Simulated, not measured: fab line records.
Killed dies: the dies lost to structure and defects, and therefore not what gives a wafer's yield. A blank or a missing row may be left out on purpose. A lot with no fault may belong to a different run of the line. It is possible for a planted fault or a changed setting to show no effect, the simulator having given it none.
Matching of chambers	flow n5 finfet	pecvd-03 running N5_BEOL_M7_ILD_DEP_00: 3 sister chambers
The step deposits SiCOH lowk from DEMS/porogen, target thk 179.75 nm, time 33.4 s. 3 wafers are shown with their chamber, then 8 later ones without.

== WAFERS, EACH WITH ITS CHAMBER ==
wafer	chamber	throttle valve pct (%)
L085.1	0	15.2
L085.3	2	13.2
L092.1	1	14.3

== WAFERS WITHOUT THEIR CHAMBER ==
wafer	throttle valve pct (%)
L092.2	15.2
L092.5	14.2
L095.1	13.5
L095.3	14.4
L095.6	14.3
L096.2	15.0
L096.5	13.6
L096.6	15.4

== THE CHAMBER EACH PASSED THROUGH ==
wafer	from the rows above	in truth
L092.2	0	0
L092.5	1	1
L095.1	2	2
L095.3	1	1
L095.6	1	1
L096.2	0	0
L096.5	can't be placed: 2 or 1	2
L096.6	0	0
Correctly placed: 7 of 8. Unplaceable from these rows: 1, with the true chamber sitting among the candidates in 1. 0 placed wrongly.
How it was worked out, from the rows above alone: a wafer's distance from a chamber is the root of the sum, over the readings, of the square of ((its reading less the chamber's mean) divided by the reading's scatter). The wafer belongs to the nearest chamber; if the next one is less than 2 further off, it can't be placed. Each chamber's mean is taken over the wafers shown for it. The scatter: with one shown wafer a chamber, the root of the mean of the squares of how far each hidden wafer lies from its nearest shown one.
